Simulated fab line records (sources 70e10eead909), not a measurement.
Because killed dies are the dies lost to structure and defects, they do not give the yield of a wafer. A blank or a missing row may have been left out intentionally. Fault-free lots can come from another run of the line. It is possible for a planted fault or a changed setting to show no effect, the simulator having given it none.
fab line records	flow nandHarc
record: lots: 24	wafers: 72	lastDay: 33
route steps=1302 shown A_SGD_CUT@904 A_SLIT@922 A_WL_FILL@959
lots that met no fault: taken from a fault-free run of the same line
startH: hours from the record's opening day to when the first of the lot's shown wafers began	waitH: time in hours since the lot's previous step	" repeats the value in the row above	L1.1+2: a single row standing in for several wafers	- either no value or no given start	* or withheld: withheld	< > ~ a bound
route shown NAME@n: NAME is a module with steps in the file, n the number in the route of the first one	usual: mean/standard deviation of fault-free wafers	same: alike in all rows	chamber/n: place in a boat	sites: per-site readings	_std_site: the values' standard deviation	_edge_site: the outer-site mean with the inner-site mean subtracted	radiusMm: how far each site lies from the wafer's centre	mask NAME#n: copy n	behind: the last tool/chamber to shape the wafer	hold: reason for holding the lot/hours on hold/outcome of the hold	device: the n, p or np transistor that did not switch	end of line: tests of these same wafers at the route's end	a step without rows: its recipe alone	killed: dies lost to structure and defects at the first sort, not the wafer's yield	map: dies across one wafer; x = killed, . = not, _ = none there
set.NAME: the setting the step ran with; set.NAME@STEP: the setting that earlier step ran with	model.NAME: the simulator's own value behind a step, which no gauge read
the route's steps for a sample of lots (tables are steps, rows are wafers)
services: the hour from which a tool's chamber was out of use, counted from the record's first day as startH (under 0 if before that day), plus the number of hours and why
== steps ==
step: NHARC_A_SGD_CUT_DESCUM_14
recipe: timeS: 3	o2FlowSccm: 200	arFlowSccm: 0	biasPowerW: 0	chemistry: O2
usual: drypumpMotorCurrentA: 5.8/0.42	oesProductAu: 1.003/0.0081	rfVppV: 57.7/0.85	showerheadPlenumPTorr: 1.90/0.096	throttleValvePct: 11.311/0.0089
same: timeS: 3
lot.wafer	tool	chamber	startH	waitH	drypumpMotorCurrentA	oesProductAu	rfHoursCounterH	rfVppV	showerheadPlenumPTorr	throttleValvePct
L075.4	rieDiel-02	3	432.19	0.1	6.3	1.005	1	58.8	2.04	11.308
L075.2	"	0	"	"	6.1	1.004	1	58.1	1.96	11.299
L075.5	"	2	"	"	6.0	1.009	-	58.1	1.83	11.302
L074.4	rieDiel-02	2	433.10	0.1	6.0	1.010	2	57.7	1.83	11.309
L074.3	"	0	"	"	6.2	1.011	2	57.7	1.96	11.305
L074.6	"	1	"	"	5.9	1.000	-	55.4	1.88	11.317
L076.1	rieDiel-12	1	465.55	0.1	5.5	0.998	1	57.5	1.88	11.315
L076.4	"	2	"	"	4.8	1.006	1	57.8	1.95	11.315
L076.5	"	1	"	"	5.5	0.994	-	59.1	1.88	11.310
L078.4	rieDiel-02	0	472.07	0.1	6.2	1.006	3	57.1	1.96	11.324
L078.1	"	1	"	"	5.9	1.002	4	55.9	1.88	11.302
L078.3	"	2	"	"	6.0	1.014	4	58.3	1.83	11.318
L077.3	rieDiel-06	1	472.42	0.1	5.5	0.994	13	57.6	1.77	11.322
L077.6	"	1	"	"	5.6	1.006	-	55.9	1.77	11.328
L077.5	"	2	"	"	5.8	1.019	-	57.6	2.03	11.302
L079.1	rieDiel-02	3	475.32	0.1	6.4	1.001	3	58.3	2.04	11.328
L079.6	"	3	"	"	6.4	1.003	-	59.2	2.04	11.316
L079.5	"	0	"	"	6.2	1.000	-	57.5	1.96	11.296
L081.1	rieDiel-06	2	505.57	0.1	5.8	1.010	1	58.6	2.03	11.312
L081.4	"	1	"	"	5.6	0.992	1	57.7	1.77	11.305
L081.6	"	2	"	"	5.8	1.015	-	59.3	2.02	11.309
L080.2	rieDiel-02	3	517.47	0.1	6.4	1.006	5	59.0	2.04	11.295
L080.3	"	0	"	"	6.2	1.003	6	58.0	1.96	11.317
L080.6	"	3	"	"	6.4	1.018	-	58.4	2.04	11.297
L082.1	rieDiel-06	0	517.76	0.1	6.3	0.999	3	58.1	1.77	11.328
L082.3	"	1	"	"	5.6	1.000	3	57.5	1.77	11.313
L082.4	"	2	"	"	5.8	1.008	2	57.3	2.02	11.322
L083.2	rieDiel-12	0	526.09	0.1	5.8	1.004	4	59.0	2.00	11.313
L083.6	"	3	"	"	5.3	0.997	-	58.5	1.78	11.308
L083.5	"	0	"	"	5.8	1.003	-	59.3	2.00	11.308
L085.3	rieDiel-06	1	548.73	0.1	5.5	0.993	5	56.7	1.77	11.315
L085.1	"	2	"	"	5.8	1.008	4	58.1	2.02	11.311
L085.4	"	3	"	"	5.3	1.016	5	57.4	1.92	11.309
L086.2	rieDiel-02	3	567.71	0.1	6.4	1.001	7	57.1	2.04	11.318
L086.6	"	3	"	"	6.4	1.017	-	57.9	2.04	11.314
L086.5	"	0	"	"	6.1	0.989	-	57.1	1.96	11.300
L087.2	rieDiel-12	2	567.94	0.1	4.9	1.000	6	58.0	1.95	11.312
L087.3	"	1	"	"	5.5	0.989	6	55.9	1.88	11.302
L087.6	"	2	"	"	4.8	1.011	-	56.9	1.95	11.316
L084.1	rieDiel-06	0	568.10	0.1	6.4	0.995	8	58.6	1.77	11.306
L084.4	"	2	"	"	5.8	0.993	6	57.4	2.02	11.302
L084.6	"	1	"	"	5.6	0.998	-	56.6	1.77	11.300
L088.1	rieDiel-06	0	589.78	0.1	6.3	1.007	9	55.9	1.77	11.310
L088.2	"	1	"	"	5.5	0.996	9	57.6	1.77	11.308
L088.4	"	3	"	"	5.3	1.003	8	59.0	1.92	11.301
L090.3	rieDiel-02	2	590.04	0.1	6.0	0.997	1	57.6	1.83	11.313
L090.1	"	3	"	"	6.4	1.005	1	57.4	2.04	11.320
L090.5	"	2	"	"	6.0	0.991	-	58.0	1.83	11.292
L091.4	rieDiel-06	3	593.07	0.1	5.3	1.011	8	57.8	1.92	11.304
L091.3	"	0	"	"	6.4	1.002	9	58.3	1.77	11.315
L091.6	"	2	"	"	5.8	1.007	-	58.9	2.02	11.320
L089.4	rieDiel-12	1	603.41	0.1	5.5	0.994	8	57.9	1.88	11.304
L089.3	"	2	"	"	4.8	0.988	9	57.7	1.95	11.327
L089.6	"	2	"	"	4.8	1.008	-	59.5	1.95	11.318
L092.4	rieDiel-06	0	618.71	0.1	6.4	1.010	11	57.3	1.77	11.304
L092.1	"	2	"	"	5.8	1.018	9	57.8	2.02	11.316
L092.5	"	3	"	"	5.2	1.002	-	56.9	1.92	11.308
L095.4	rieDiel-02	1	639.77	0.1	5.8	0.998	2	58.1	1.88	11.304
L095.1	"	2	"	"	6.0	1.017	2	57.1	1.83	11.302
L095.6	"	2	"	"	6.0	1.015	-	57.0	1.83	11.318
L094.4	rieDiel-06	0	640.42	0.1	6.4	1.008	12	57.9	1.77	11.306
L094.3	"	1	"	"	5.6	1.015	12	57.7	1.77	11.313
L094.2	"	3	"	"	5.3	1.003	11	57.5	1.91	11.313
L093.4	rieDiel-02	1	642.58	0.1	5.8	1.008	2	57.4	1.88	11.302
L093.5	"	2	"	"	6.0	1.016	-	59.3	1.83	11.311
L093.6	"	3	"	"	6.3	1.007	-	58.8	2.04	11.303
L096.4	rieDiel-02	1	658.26	0.1	5.8	1.000	3	56.8	1.88	11.312
L096.5	"	0	"	"	6.2	0.990	-	58.6	1.96	11.317
L096.6	"	1	"	"	5.8	1.012	-	57.8	1.88	11.306
L097.2	rieDiel-12	3	663.49	0.1	5.3	1.019	1	55.7	1.78	11.299
L097.4	"	1	"	"	5.5	0.996	2	58.3	1.88	11.311
L097.6	"	0	"	"	5.8	1.005	-	57.3	2.00	11.303
step: NHARC_A_SGD_CUT_ETCH_59
recipe: targetDepthA: 2600	overEtchFrac: 0.25	timeS: 406.25	ionEnergyEv: 200	n2FlowSccm: 150	h2FlowSccm: 150	arFlowSccm: 0	rfW: 400	biasW: 150	chemistry: N2/H2
usual: drypumpMotorCurrentA: 5.8/0.42	oesProductAu: 1.002/0.0088	rfVppV: 430/3.1	showerheadPlenumPTorr: 2.02/0.11	throttleValvePct: 14.172/0.009
same: timeS: 406.25
lot.wafer	tool	chamber	startH	waitH	drypumpMotorCurrentA	oesProductAu	rfHoursCounterH	rfVppV	showerheadPlenumPTorr	throttleValvePct
L075.2	rieDiel-02	0	-	-	6.1	1.003	2	432	2.09	14.180
L075.4	"	2	"	"	6.0	1.020	1	426	1.95	14.157
L075.5	"	3	"	"	6.4	1.001	-	434	2.18	14.176
L074.3	rieDiel-02	1	-	-	5.9	1.002	2	431	2.00	14.161
L074.4	"	3	"	"	6.4	0.997	1	434	2.18	14.166
L074.6	"	1	"	"	5.8	0.993	-	428	2.00	14.165
L076.1	rieDiel-12	0	-	-	5.8	0.994	1	434	2.14	14.179
L076.4	"	2	"	"	4.8	1.007	1	432	2.08	14.172
L076.5	"	0	"	"	5.8	0.990	-	432	2.14	14.163
L078.1	rieDiel-02	3	-	-	6.3	1.003	3	433	2.18	14.182
L078.3	"	0	"	"	6.1	0.994	4	432	2.09	14.170
L078.4	"	2	"	"	6.0	0.998	4	427	1.95	14.168
L077.3	rieDiel-06	3	-	-	5.3	1.012	13	431	2.05	14.164
L077.6	"	0	"	"	6.3	0.994	-	426	1.89	14.188
L077.5	"	1	"	"	5.6	0.997	-	426	1.88	14.178
L079.1	rieDiel-02	0	-	-	6.2	0.999	4	432	2.09	14.186
L079.5	"	0	"	"	6.2	0.997	-	432	2.09	14.184
L079.6	"	1	"	"	5.8	0.995	-	429	2.00	14.180
L081.4	rieDiel-06	0	-	-	6.3	1.010	1	426	1.89	14.170
L081.1	"	2	"	"	5.7	1.008	1	434	2.16	14.176
L081.6	"	1	"	"	5.5	0.993	-	425	1.88	14.186
L080.2	rieDiel-02	1	-	-	5.9	1.008	7	431	2.00	14.178
L080.3	"	2	"	"	6.0	1.007	6	429	1.95	14.182
L080.6	"	1	"	"	5.8	1.012	-	428	2.00	14.169
L082.4	rieDiel-06	1	-	-	5.5	1.000	3	428	1.88	14.191
L082.3	"	2	"	"	5.8	1.023	2	433	2.16	14.156
L082.1	"	0	"	"	6.3	1.002	3	428	1.89	14.169
L083.2	rieDiel-12	0	-	-	5.8	0.992	4	434	2.14	14.187
L083.6	"	2	"	"	4.9	1.007	-	431	2.08	14.172
L083.5	"	3	"	"	5.3	1.002	-	425	1.89	14.182
L085.4	rieDiel-06	0	-	-	6.4	1.011	6	428	1.89	14.181
L085.1	"	1	"	"	5.6	1.000	5	426	1.88	14.164
L085.3	"	2	"	"	5.8	1.008	4	434	2.16	14.167
L086.2	rieDiel-02	0	-	-	6.2	0.995	9	433	2.09	14.171
L086.6	"	2	"	"	6.0	1.009	-	428	1.95	14.171
L086.5	"	3	"	"	6.3	1.001	-	435	2.17	14.168
L087.3	rieDiel-12	1	-	-	5.5	1.010	6	431	2.00	14.178
L087.2	"	2	"	"	4.8	1.001	6	432	2.08	14.179
L087.6	"	0	"	"	5.8	0.998	-	434	2.14	14.163
L084.4	rieDiel-06	1	-	-	5.6	0.998	7	427	1.88	14.191
L084.1	"	2	"	"	5.8	0.988	6	433	2.16	14.170
L084.6	"	0	"	"	6.3	1.009	-	426	1.89	14.168
L088.1	rieDiel-06	1	-	-	5.6	0.986	9	425	1.88	14.165
L088.2	"	2	"	"	5.8	1.016	8	432	2.16	14.188
L088.4	"	0	"	"	6.4	1.012	9	426	1.88	14.171
L090.3	rieDiel-02	0	-	-	6.2	0.983	0	433	2.09	14.177
L090.1	"	1	"	"	5.8	0.989	1	428	2.00	14.185
L090.5	"	3	"	"	6.4	1.000	-	435	2.18	14.176
L091.3	rieDiel-06	1	-	-	5.6	0.991	9	426	1.88	14.159
L091.4	"	3	"	"	5.3	1.011	8	431	2.04	14.168
L091.6	"	1	"	"	5.6	0.987	-	426	1.88	14.179
L089.4	rieDiel-12	2	-	-	4.9	1.003	9	432	2.08	14.169
L089.3	"	3	"	"	5.3	0.989	9	427	1.89	14.164
L089.6	"	2	"	"	4.8	1.001	-	431	2.08	14.173
L092.1	rieDiel-06	0	-	-	6.4	1.015	11	428	1.88	14.184
L092.4	"	1	"	"	5.6	1.003	10	425	1.88	14.167
L092.5	"	0	"	"	6.4	1.020	-	426	1.88	14.176
L095.4	rieDiel-02	1	-	-	5.8	1.010	2	429	2.00	14.176
L095.1	"	2	"	"	6.0	1.005	2	427	1.95	14.181
L095.6	"	0	"	"	6.2	0.990	-	432	2.09	14.166
L094.4	rieDiel-06	0	-	-	6.3	1.014	12	427	1.88	14.176
L094.3	"	1	"	"	5.6	0.995	12	427	1.88	14.172
L094.2	"	3	"	"	5.3	1.016	11	431	2.04	14.183
L093.4	rieDiel-02	0	-	-	6.2	0.991	3	432	2.09	14.178
L093.6	"	3	"	"	6.4	1.015	-	434	2.17	14.186
L093.5	"	0	"	"	6.2	0.989	-	432	2.09	14.170
L096.4	rieDiel-02	1	-	-	5.9	1.007	3	429	2.00	14.166
L096.6	"	2	"	"	6.0	1.002	-	426	1.95	14.170
L096.5	"	3	"	"	6.4	1.002	-	435	2.17	14.177
L097.2	rieDiel-12	0	-	-	5.8	1.006	2	432	2.14	14.158
L097.4	"	2	"	"	4.8	1.008	2	432	2.08	14.163
L097.6	"	1	"	"	5.5	1.002	-	429	2.00	14.184
step: NHARC_A_SGD_CUT_THK_MEAS_22
recipe: thkMeasGauge: ellipsometry
usual: thkNm: 148.2/1.4
lot.wafer	tool	chamber	startH	waitH	thkNm
L074.3	filmMetro-01	-	438.19	0.2	148.1
L074.4	"	-	"	"	147.2
L074.6	"	-	"	"	148.4
L075.2	filmMetro-02	-	438.19	0.2	149.9
L075.4	"	-	"	"	148.4
L075.5	"	-	"	"	150.1
L076.1	filmMetro-01	-	471.56	0.2	151.0
L076.4	"	-	"	"	149.1
L076.5	"	-	"	"	150.3
L078.1	filmMetro-02	-	478.41	0.2	150.1
L078.3	"	-	"	"	148.5
L078.4	"	-	"	"	148.4
L077.3	filmMetro-01	-	478.42	0.2	147.6
L077.5	"	-	"	"	149.3
L077.6	"	-	"	"	149.8
L079.1	filmMetro-02	-	481.90	0.2	148.0
L079.5	"	-	"	"	146.6
L079.6	"	-	"	"	148.9
L081.1	filmMetro-01	-	512.00	0.2	149.3
L081.4	"	-	"	"	148.2
L081.6	"	-	"	"	148.6
L080.2	filmMetro-01	-	523.85	0.2	147.2
L080.3	"	-	"	"	147.6
L080.6	"	-	"	"	149.1
L082.1	filmMetro-02	-	523.86	0.2	150.4
L082.3	"	-	"	"	150.5
L082.4	"	-	"	"	146.2
L083.2	filmMetro-02	-	532.38	0.2	149.0
L083.5	"	-	"	"	148.1
L083.6	"	-	"	"	149.0
L085.1	filmMetro-01	-	554.87	0.2	148.0
L085.3	"	-	"	"	149.7
L085.4	"	-	"	"	147.8
L086.2	filmMetro-01	-	573.78	0.2	148.7
L086.5	"	-	"	"	148.6
L086.6	"	-	"	"	149.1
L087.2	filmMetro-02	-	573.79	0.2	149.8
L087.3	"	-	"	"	148.8
L087.6	"	-	"	"	147.6
L084.1	filmMetro-02	-	573.83	0.2	149.5
L084.4	"	-	"	"	146.5
L084.6	"	-	"	"	146.8
L090.1	filmMetro-02	-	596.17	0.2	146.5
L090.3	"	-	"	"	147.7
L090.5	"	-	"	"	145.1
L088.1	filmMetro-01	-	596.18	0.2	143.7
L088.2	"	-	"	"	144.2
L088.4	"	-	"	"	148.0
L091.3	filmMetro-02	-	596.29	0.2	149.6
L091.4	"	-	"	"	148.4
L091.6	"	-	"	"	147.5
L089.3	filmMetro-01	-	609.58	0.2	149.0
L089.4	"	-	"	"	149.5
L089.6	"	-	"	"	149.8
L092.1	filmMetro-01	-	625.31	0.2	148.3
L092.4	"	-	"	"	148.7
L092.5	"	-	"	"	148.2
L095.1	filmMetro-02	-	648.61	0.2	150.6
L095.4	"	-	"	"	150.4
L095.6	"	-	"	"	147.6
L094.2	filmMetro-01	-	648.62	0.2	148.1
L094.3	"	-	"	"	146.4
L094.4	"	-	"	"	145.0
L093.4	filmMetro-02	-	648.62	0.2	148.9
L093.5	"	-	"	"	149.8
L093.6	"	-	"	"	148.7
L096.4	filmMetro-02	-	664.26	0.2	145.5
L096.5	"	-	"	"	145.5
L096.6	"	-	"	"	147.8
L097.2	filmMetro-02	-	669.55	0.2	148.1
L097.4	"	-	"	"	151.6
L097.6	"	-	"	"	147.6
step: NHARC_A_SLIT_DEP_25
recipe: targetThkA: 2000	tempC: 400	pressureTorr: 6.5	rfW: 900	teosFlowSccm: 161.4	flowSccm: 2650	targetThkNm: 200	gas: O2	material: SiO2
usual: heaterPowerW: 581/82	mfcPrecursorSccm: 161.3/0.48	showerheadVppV: 1856/97	throttleValvePct: 16.3/0.59
lot.wafer	tool	chamber	startH	waitH	heaterPowerW	mfcPrecursorSccm	showerheadVppV	throttleValvePct
L075.2	pecvd-04	0	438.80	0.1	574	161.5	1861	16.1
L075.5	"	0	"	"	600	161.9	1865	16.0
L075.4	"	1	"	"	495	162.2	1858	16.7
L074.3	pecvd-04	2	439.04	0.3	573	161.2	2003	16.8
L074.4	"	1	"	"	657	161.2	1875	16.6
L074.6	"	2	"	"	579	160.8	2022	16.6
L076.1	pecvd-04	1	472.13	0.1	604	161.0	1847	16.1
L076.4	"	1	"	"	624	161.3	1868	16.0
L076.5	"	2	"	"	691	161.0	2028	16.5
L078.1	pecvd-04	2	478.94	0.1	609	161.8	2034	16.3
L078.3	"	1	"	"	600	161.7	1813	16.3
L078.4	"	0	"	"	561	162.4	1865	15.6
L077.3	pecvd-02	1	478.95	0.1	600	161.2	1783	16.6
L077.6	"	2	"	"	495	161.4	1697	16.9
L077.5	"	0	"	"	482	161.3	1942	15.5
L079.1	pecvd-02	1	482.50	0.1	647	161.3	1737	17.0
L079.6	"	0	"	"	467	160.9	1948	15.7
L079.5	"	2	"	"	461	161.1	1681	17.0
L081.1	pecvd-01	1	512.57	0.1	585	161.1	1847	15.5
L081.4	"	0	"	"	479	160.5	1756	16.0
L081.6	"	2	"	"	568	160.8	1865	16.0
L080.2	pecvd-02	1	524.38	0.1	592	161.0	1707	16.8
L080.3	"	2	"	"	492	160.7	1680	17.0
L080.6	"	1	"	"	600	161.5	1701	17.0
L082.3	pecvd-01	0	524.43	0.1	494	161.9	1737	16.3
L082.1	"	1	"	"	730	161.1	1835	15.4
L082.4	"	2	"	"	604	162.0	1852	16.5
L083.2	pecvd-01	2	532.97	0.1	577	161.7	1859	16.4
L083.5	"	1	"	"	718	161.7	1814	15.4
L083.6	"	2	"	"	579	161.0	1888	16.0
L085.1	pecvd-02	2	555.46	0.1	524	161.6	1710	17.3
L085.3	"	0	"	"	415	160.3	1935	16.1
L085.4	"	2	"	"	517	161.8	1680	17.2
L086.2	pecvd-02	1	574.43	0.1	566	161.4	1758	17.1
L086.6	"	2	"	"	494	161.2	1693	17.0
L086.5	"	0	"	"	369	162.0	1951	15.8
L087.2	pecvd-01	1	574.46	0.1	603	161.2	1849	15.2
L087.3	"	2	"	"	563	161.0	1831	16.6
L087.6	"	2	"	"	582	160.7	1846	16.5
L084.1	pecvd-02	0	574.62	0.2	489	161.4	1960	15.8
L084.6	"	2	"	"	507	162.0	1684	17.1
L084.4	"	0	"	"	481	160.6	1945	16.0
L090.1	pecvd-01	1	596.71	0.1	706	160.7	1807	15.2
L090.3	"	1	"	"	716	160.8	1815	15.4
L090.5	"	2	"	"	584	161.3	1829	16.6
L088.2	pecvd-04	2	596.74	0.1	697	161.0	2011	16.6
L088.1	"	0	"	"	493	161.3	1886	15.6
L088.4	"	1	"	"	653	161.3	1856	16.5
L091.3	pecvd-04	2	597.02	0.3	699	162.0	2024	16.8
L091.4	"	1	"	"	557	161.1	1875	16.4
L091.6	"	0	"	"	538	161.8	1896	15.3
L089.3	pecvd-04	1	610.15	0.1	639	161.8	1835	16.3
L089.4	"	0	"	"	582	161.6	1871	15.6
L089.6	"	2	"	"	701	161.7	2004	16.4
L092.1	pecvd-04	0	625.92	0.1	584	160.8	1884	15.4
L092.5	"	1	"	"	646	160.4	1821	16.4
L092.4	"	0	"	"	584	161.7	1876	15.4
L095.1	pecvd-01	2	649.21	0.1	556	161.6	1876	16.8
L095.4	"	1	"	"	601	160.8	1846	15.3
L095.6	"	1	"	"	616	160.2	1806	15.5
L094.2	pecvd-02	1	649.25	0.2	704	161.5	1713	16.6
L094.3	"	2	"	"	503	161.9	1680	17.1
L094.4	"	1	"	"	541	161.2	1745	17.0
L093.5	pecvd-04	2	649.27	0.2	688	161.1	2018	16.6
L093.4	"	0	"	"	474	160.9	1894	15.4
L093.6	"	1	"	"	642	161.5	1818	16.1
L096.4	pecvd-04	0	664.91	0.2	590	161.8	1882	15.4
L096.5	"	1	"	"	573	161.4	1852	16.4
L096.6	"	2	"	"	685	161.0	2020	16.5
L097.2	pecvd-01	1	670.14	0.1	657	161.3	1830	15.6
L097.4	"	2	"	"	565	160.2	1886	16.9
L097.6	"	2	"	"	569	161.0	1859	16.7
step: NHARC_A_WL_FILL_STRIP_27
recipe: powerW: 1500	tempC: 250	timeS: 20	chemistry: N2/H2
usual: drypumpMotorCurrentA: 5.4/0.37	heaterPowerW: 315/19
same: timeS: 20
lot.wafer	tool	chamber	startH	waitH	drypumpMotorCurrentA	heaterPowerW	rfHoursCounterH
L074.4	plasmaAsher-01	0	462.50	0.1	5.3	303	-
L074.3	"	1	"	"	5.3	326	-
L074.6	"	0	"	"	5.4	294	-
L075.2	plasmaAsher-02	1	462.86	0.1	6.0	332	2
L075.4	"	0	"	"	4.8	306	-
L075.5	"	0	"	"	4.9	305	-
L076.1	plasmaAsher-01	1	493.86	0.1	5.3	335	35
L076.4	"	0	"	"	5.3	301	-
L076.5	"	0	"	"	5.3	300	-
L078.1	plasmaAsher-01	1	498.67	0.1	5.3	322	35
L078.4	"	1	"	"	5.3	326	-
L078.3	"	0	"	"	5.4	293	-
L077.3	plasmaAsher-02	1	499.20	0.1	6.0	341	-
L077.5	"	1	"	"	6.0	339	-
L077.6	"	0	"	"	4.8	305	-
L079.1	plasmaAsher-01	0	511.45	0.1	5.3	300	37
L079.5	"	0	"	"	5.4	289	-
L079.6	"	1	"	"	5.3	322	-
L081.1	plasmaAsher-01	0	535.89	0.1	5.3	294	1
L081.4	"	0	"	"	5.3	287	-
L081.6	"	0	"	"	5.3	288	-
L080.2	plasmaAsher-01	1	543.95	0.1	5.3	328	3
L080.3	"	1	"	"	5.3	326	-
L080.6	"	0	"	"	5.3	281	-
L082.1	plasmaAsher-01	0	544.26	0.1	5.3	290	3
L082.3	"	0	"	"	5.3	283	-
L082.4	"	1	"	"	5.3	332	-
L083.2	plasmaAsher-01	1	553.12	0.1	5.3	332	5
L083.6	"	0	"	"	5.3	297	-
L083.5	"	1	"	"	5.3	327	-
L085.1	plasmaAsher-01	0	575.54	0.1	5.3	287	9
L085.3	"	1	"	"	5.3	329	-
L085.4	"	0	"	"	5.3	286	-
L086.2	plasmaAsher-02	1	597.58	0.1	6.0	332	29
L086.6	"	1	"	"	6.0	329	-
L086.5	"	0	"	"	4.8	316	-
L087.2	plasmaAsher-02	1	597.74	0.2	6.0	331	30
L087.3	"	0	"	"	4.8	315	-
L087.6	"	1	"	"	6.1	337	-
L084.1	plasmaAsher-02	1	601.39	0.1	6.0	334	31
L084.4	"	1	"	"	6.0	341	-
L084.6	"	0	"	"	4.9	305	-
L088.1	plasmaAsher-01	0	616.72	0.1	5.3	297	16
L088.2	"	1	"	"	5.3	337	16
L088.4	"	0	"	"	5.3	294	-
L090.1	plasmaAsher-01	1	616.87	0.2	5.3	339	16
L090.3	"	0	"	"	5.3	288	-
L090.5	"	1	"	"	5.3	332	-
L091.3	plasmaAsher-01	1	620.34	0.1	5.3	332	-
L091.4	"	0	"	"	5.3	285	-
L091.6	"	1	"	"	5.3	325	-
L089.4	plasmaAsher-01	1	630.36	0.1	5.3	325	-
L089.3	"	0	"	"	5.3	295	-
L089.6	"	0	"	"	5.3	290	-
L092.1	plasmaAsher-02	1	645.80	0.1	6.0	344	2
L092.4	"	1	"	"	6.0	337	-
L092.5	"	0	"	"	4.8	321	-
L093.4	plasmaAsher-01	0	671.99	0.1	5.3	287	-
L093.6	"	0	"	"	5.3	294	-
L093.5	"	1	"	"	5.3	329	-
L094.2	plasmaAsher-02	1	672.15	0.1	6.0	337	6
L094.3	"	0	"	"	4.8	315	-
L094.4	"	1	"	"	6.0	328	-
L095.1	plasmaAsher-02	1	676.51	0.1	6.0	337	7
L095.4	"	1	"	"	6.0	336	-
L095.6	"	1	"	"	6.0	346	-
L096.4	plasmaAsher-02	1	689.78	0.1	6.0	349	-
L096.6	"	1	"	"	6.0	337	-
L096.5	"	0	"	"	4.8	311	-
L097.2	plasmaAsher-01	1	695.53	0.1	5.3	324	33
L097.4	"	1	"	"	5.3	331	-
L097.6	"	1	"	"	5.3	318	-
step: NHARC_A_WL_FILL_CVD_20
recipe: targetThkA: 1000	tempC: 400	pressureTorr: 40	wf6FlowSccm: 40	h2FlowSccm: 1600	arFlowSccm: 1560	timeS: 74	material: W
usual: heaterPowerW: 823/50	throttleValvePct: 7.80/0.21
same: timeS: 74
lot.wafer	tool	chamber	startH	waitH	heaterPowerW	throttleValvePct
L075.2	cvdW-01	1	-	-	785	7.91
L075.4	"	1	"	"	765	7.87
L075.5	"	1	"	"	760	8.17
L074.4	cvdW-02	1	-	-	802	7.72
L074.3	"	0	"	"	871	7.43
L074.6	"	0	"	"	887	7.78
L076.1	cvdW-02	0	-	-	898	7.75
L076.4	"	0	"	"	892	7.39
L076.5	"	0	"	"	901	7.62
L078.1	cvdW-02	1	-	-	808	7.77
L078.3	"	0	"	"	896	7.33
L078.4	"	1	"	"	787	7.88
L077.3	cvdW-02	0	-	-	892	7.62
L077.5	"	0	"	"	891	7.53
L077.6	"	1	"	"	782	7.61
L079.1	cvdW-02	0	-	-	902	7.44
L079.5	"	0	"	"	904	7.59
L079.6	"	0	"	"	910	7.72
L081.1	cvdW-02	0	-	-	893	7.91
L081.4	"	1	"	"	815	7.71
L081.6	"	0	"	"	906	7.48
L082.1	cvdW-02	1	-	-	799	7.91
L082.3	"	1	"	"	788	7.92
L082.4	"	0	"	"	891	7.45
L080.2	cvdW-02	1	-	-	799	7.93
L080.3	"	1	"	"	792	7.68
L080.6	"	1	"	"	794	7.90
L083.2	cvdW-02	1	-	-	777	7.75
L083.5	"	1	"	"	808	7.67
L083.6	"	0	"	"	888	7.64
L085.1	cvdW-02	0	-	-	870	7.70
L085.3	"	0	"	"	904	7.94
L085.4	"	1	"	"	805	7.94
L084.1	cvdW-01	1	-	-	769	7.79
L084.4	"	0	"	"	802	7.73
L084.6	"	0	"	"	800	7.84
L086.2	cvdW-02	0	-	-	893	7.58
L086.6	"	0	"	"	898	7.33
L086.5	"	1	"	"	807	7.67
L087.2	cvdW-01	1	-	-	757	7.99
L087.3	"	0	"	"	823	7.96
L087.6	"	0	"	"	798	8.06
L091.3	cvdW-01	0	-	-	804	7.96
L091.4	"	1	"	"	778	7.97
L091.6	"	1	"	"	759	7.86
L090.1	cvdW-01	1	-	-	774	7.88
L090.3	"	0	"	"	806	7.87
L090.5	"	1	"	"	773	7.53
L088.1	cvdW-01	1	-	-	762	8.00
L088.2	"	0	"	"	810	7.87
L088.4	"	1	"	"	756	8.13
L089.3	cvdW-02	0	-	-	858	7.54
L089.4	"	1	"	"	792	7.52
L089.6	"	1	"	"	770	7.68
L092.1	cvdW-02	0	-	-	846	7.88
L092.4	"	0	"	"	864	7.89
L092.5	"	1	"	"	785	7.45
L094.2	cvdW-01	0	-	-	821	8.28
L094.3	"	0	"	"	820	7.83
L094.4	"	1	"	"	745	7.91
L093.4	cvdW-02	0	-	-	881	7.67
L093.5	"	1	"	"	783	7.75
L093.6	"	0	"	"	862	7.65
L095.1	cvdW-01	1	-	-	760	8.08
L095.4	"	0	"	"	822	7.97
L095.6	"	1	"	"	766	8.16
L096.4	cvdW-01	0	-	-	806	8.16
L096.5	"	0	"	"	808	8.03
L096.6	"	1	"	"	758	7.91
L097.2	cvdW-01	0	-	-	811	8.06
L097.4	"	0	"	"	834	7.99
L097.6	"	1	"	"	758	7.89
== services ==
tool	chamber	startH	hours	kind
rieDiel-12	1	409.70	2.5	repair
rieDiel-02	3	414.48	13.4	repair
rieDiel-06	0	421.84	2.9	repair
cvdW-01	-	424.86	0.8	repair
rieDiel-02	0	425.14	5.1	repair
rieDiel-12	-	445.40	9.0	pm
pecvd-04	-	450.14	13.0	pm
cvdW-02	-	450.91	13.0	pm
cvdW-01	-	475.25	0.5	repair
rieDiel-06	-	484.20	9.0	pm
rieDiel-12	3	510.89	2.2	repair
plasmaAsher-01	-	519.00	9.0	pm
cvdW-02	1	529.33	10.0	repair
cvdW-01	-	547.41	13.0	pm
rieDiel-02	-	570.70	9.0	pm
rieDiel-12	1	607.24	4.2	repair
rieDiel-12	2	615.66	2.2	repair
cvdW-02	-	626.41	0.9	repair
cvdW-02	-	631.91	13.0	pm
rieDiel-06	-	661.20	9.0	pm
rieDiel-06	0	670.47	8.2	repair
rieDiel-02	1	675.58	3.3	repair
rieDiel-02	3	680.60	6.8	repair
plasmaAsher-01	-	696.00	9.0	pm
== key ==
fault none
